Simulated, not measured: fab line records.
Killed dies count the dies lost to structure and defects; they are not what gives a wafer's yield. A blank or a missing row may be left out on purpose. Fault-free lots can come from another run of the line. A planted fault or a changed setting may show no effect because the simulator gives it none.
Matching of chambers | flow n5Finfet | rieDiel-04 running N5_BEOL_M4_ETCH_70: 4 sister chambers
The step etches SOC in N2/H2, target depth 80 nm, overetch 24 nm, time 130 s. 4 wafers are shown with their chamber, then 7 later ones without.

WAFERS PAIRED WITH THEIR CHAMBERS
wafer  | chamber | showerheadPlenumPTorr (Torr)
L080.5 | 0       | 2.51
L084.6 | 1       | 2.51
L090.1 | 3       | 2.40
L090.3 | 2       | 2.70

WAFERS WITH NO CHAMBER GIVEN
wafer  | showerheadPlenumPTorr (Torr)
L090.5 | 2.70
L095.1 | 2.49
L095.2 | 2.40
L095.3 | 2.70
L095.4 | 2.50
L095.5 | 2.49
L095.6 | 2.50

WHICH CHAMBER EACH WENT THROUGH
wafer  | from the rows above     | in truth
L090.5 | 2                       | 2
L095.1 | can't be placed: 0 or 1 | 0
L095.2 | 3                       | 3
L095.3 | 2                       | 2
L095.4 | can't be placed: 0 or 1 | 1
L095.5 | can't be placed: 0 or 1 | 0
L095.6 | can't be placed: 0 or 1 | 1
Correctly placed: 3 of 7. Can't be placed from these rows: 4 (the true chamber is among the candidates in 4). Placed wrongly: 0.
How it was worked out, from the rows above alone: a wafer's distance from a chamber is the root of the sum, over the readings, of the square of ((its reading less the chamber's mean) divided by the reading's scatter). If the next closest chamber is less than 2 further off than the closest, the wafer can't be placed; otherwise it belongs to the closest. A chamber's mean is the mean of its shown wafers. The scatter: root of mean squared gap, hidden wafer to nearest shown wafer, with one shown wafer a chamber.
